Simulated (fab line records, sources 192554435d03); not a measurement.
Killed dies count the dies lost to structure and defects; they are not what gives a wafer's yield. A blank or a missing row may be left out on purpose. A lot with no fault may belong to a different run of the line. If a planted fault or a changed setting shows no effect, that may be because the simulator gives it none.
Lot-split experiment :: flow n5-finfet :: 7 lots, 21 wafers read, on a route of 1938 steps

SPLIT DETAILS
At N5_BEOL_M10_COAT_60 (time 60 s, resist thk 30 nm), the setting spin-rpm was moved away from the recipe's 1500 rpm on 6 of the 21 wafers read, by -10.1% to +9.8%. This setting was run at the recipe's value on the other wafers.

FROM THE SPLIT TO THE READING: what the file shows between them, 3 steps
- N5_BEOL_M10_COAT_05: resist thk 90 nm
- N5_BEOL_M10_EBR_07
- N5_BEOL_M10_DESCUM_16: chemistry O2, time 7.9 s

THE READING
etch.depth-nm (the simulator's own value, which no gauge read), in nm, at N5_BEOL_M10_ETCH_61 (etches SiARC in CF4, target depth 39 nm, time 65 s). No usual value for it is given in the file. Across the 15 wafers here that went through the recipe, the average is 30.10 nm and the standard deviation 0.077 nm.

wafer: L077.4
tool, chamber at the split: litho-track-03, 0
spin-rpm as run, rpm: 1500
against the recipe: recipe
etch.depth-nm, nm: 30.17
against lot-mates on the recipe: -

wafer: L077.5
tool, chamber at the split: litho-track-03, 0
spin-rpm as run, rpm: 1500
against the recipe: recipe
etch.depth-nm, nm: 30.18
against lot-mates on the recipe: -

wafer: L077.6
tool, chamber at the split: litho-track-03, 0
spin-rpm as run, rpm: 1500
against the recipe: recipe
etch.depth-nm, nm: 30.21
against lot-mates on the recipe: -

wafer: L082.2
tool, chamber at the split: litho-track-03, 0
spin-rpm as run, rpm: 1500
against the recipe: recipe
etch.depth-nm, nm: 30.05
against lot-mates on the recipe: -

wafer: L082.5
tool, chamber at the split: litho-track-03, 0
spin-rpm as run, rpm: 1500
against the recipe: recipe
etch.depth-nm, nm: 30.06
against lot-mates on the recipe: -

wafer: L082.6
tool, chamber at the split: litho-track-03, 0
spin-rpm as run, rpm: 1500
against the recipe: recipe
etch.depth-nm, nm: 30
against lot-mates on the recipe: -

wafer: L085.3
tool, chamber at the split: litho-track-05, 0
spin-rpm as run, rpm: 1349
against the recipe: -10.1%
etch.depth-nm, nm: 31.71
against lot-mates on the recipe: +1.62

wafer: L085.4
tool, chamber at the split: litho-track-05, 0
spin-rpm as run, rpm: 1349
against the recipe: -10.1%
etch.depth-nm, nm: 31.85
against lot-mates on the recipe: +1.76

wafer: L085.5
tool, chamber at the split: litho-track-05, 0
spin-rpm as run, rpm: 1500
against the recipe: recipe
etch.depth-nm, nm: 30.09
against lot-mates on the recipe: -

wafer: L087.3
tool, chamber at the split: litho-track-03, 0
spin-rpm as run, rpm: 1500
against the recipe: recipe
etch.depth-nm, nm: 30.11
against lot-mates on the recipe: -

wafer: L087.4
tool, chamber at the split: litho-track-03, 0
spin-rpm as run, rpm: 1500
against the recipe: recipe
etch.depth-nm, nm: 30.19
against lot-mates on the recipe: -

wafer: L087.6
tool, chamber at the split: litho-track-03, 0
spin-rpm as run, rpm: 1500
against the recipe: recipe
etch.depth-nm, nm: 30.14
against lot-mates on the recipe: -

wafer: L091.1
tool, chamber at the split: litho-track-03, 0
spin-rpm as run, rpm: 1616
against the recipe: +7.7%
etch.depth-nm, nm: 28.93
against lot-mates on the recipe: -1.11

wafer: L091.2
tool, chamber at the split: litho-track-03, 0
spin-rpm as run, rpm: 1616
against the recipe: +7.7%
etch.depth-nm, nm: 29.01
against lot-mates on the recipe: -1.03

wafer: L091.3
tool, chamber at the split: litho-track-03, 0
spin-rpm as run, rpm: 1500
against the recipe: recipe
etch.depth-nm, nm: 30.04
against lot-mates on the recipe: -

wafer: L092.1
tool, chamber at the split: litho-track-05, 0
spin-rpm as run, rpm: 1500
against the recipe: recipe
etch.depth-nm, nm: 30.15
against lot-mates on the recipe: -

wafer: L092.3
tool, chamber at the split: litho-track-05, 0
spin-rpm as run, rpm: 1607
against the recipe: +7.1%
etch.depth-nm, nm: 29.08
against lot-mates on the recipe: -1.06

wafer: L092.5
tool, chamber at the split: litho-track-05, 0
spin-rpm as run, rpm: 1500
against the recipe: recipe
etch.depth-nm, nm: 30.13
against lot-mates on the recipe: -

wafer: L095.1
tool, chamber at the split: litho-track-05, 0
spin-rpm as run, rpm: 1500
against the recipe: recipe
etch.depth-nm, nm: 29.97
against lot-mates on the recipe: -

wafer: L095.2
tool, chamber at the split: litho-track-05, 0
spin-rpm as run, rpm: 1647
against the recipe: +9.8%
etch.depth-nm, nm: 28.58
against lot-mates on the recipe: -1.39

wafer: L095.5
tool, chamber at the split: litho-track-05, 0
spin-rpm as run, rpm: 1500
against the recipe: recipe
etch.depth-nm, nm: 29.97
against lot-mates on the recipe: -

THE FIT
A straight line over all 21 wafers: etch.depth-nm changes by -0.157 nm for each +1% of spin-rpm; r = -0.99; the points scatter about the line by 0.085 nm.
The same after taking each lot's own level away (the mean of its wafers on the recipe; 21 wafers): -0.154 nm for each +1%; r = -1.00; scatter 0.065 nm.
The reading moves by 1.5 nm for the largest change in spin-rpm, on that fit.
Measured against the standard deviation above, the lots' own levels, which go from 29.970 to 30.187 nm, span 2.8 times it.
Consequently the slope shifts little with the lot-to-lot level, the two slopes agreeing.
Check: with one of the wafers moved furthest among these (-10.1%) left out of the fit, the line predicts +1.56 nm for it against its lot-mates. It came out at +1.62 nm against them.

ADDITIONAL SPLITS CARRIED BY THESE WAFERS
Other splits were also applied to these wafers ahead of the reading. Each is held against what the fit with the lots' levels taken away leaves over:
other split on the same wafers: N5_BEOL_M7_EXPOSE_25 dose-mj
wafers away from the commonest value: 10
r with etch.depth-nm (lot level and that fit taken away): +0.13

other split on the same wafers: N5_BEOL_M8_COAT_60 spin-rpm
wafers away from the commonest value: 5
r with etch.depth-nm (lot level and that fit taken away): -0.19

other split on the same wafers: N5_BEOL_M8_CURE_75 time-s
wafers away from the commonest value: 8
r with etch.depth-nm (lot level and that fit taken away): -0.39

other split on the same wafers: N5_BEOL_M9_EXPOSE_25 dose-mj
wafers away from the commonest value: 7
r with etch.depth-nm (lot level and that fit taken away): -0.25

THE WHOLE CHAIN: every reading that the file lists as answering this split, in the file's order
step: N5_BEOL_M10_COAT_60
what it does: time 60 s, resist thk 30 nm
reading: SiARC_of_BEOL_M10_COAT_60.thk-nm (the simulator's own value, which no gauge read)
change (the file's fit): -0.156 nm for each +1% of the setting
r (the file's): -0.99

step: N5_BEOL_M10_ETCH_61
what it does: etches SiARC in CF4, target depth 39 nm, time 65 s
reading: CAR-ArF_of_BEOL_M10_COAT_05.thk-nm (the simulator's own value, which no gauge read)
change (the file's fit): +0.143 nm for each +1% of the setting
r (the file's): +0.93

step: N5_BEOL_M10_ETCH_61
what it does: etches SiARC in CF4, target depth 39 nm, time 65 s
reading: etch.depth-nm (the simulator's own value, which no gauge read)
change (the file's fit): -0.15 nm for each +1% of the setting
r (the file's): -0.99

FILE'S OWN FIT
etch.depth-nm changes by -0.15 nm for each +1% of spin-rpm, r = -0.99.
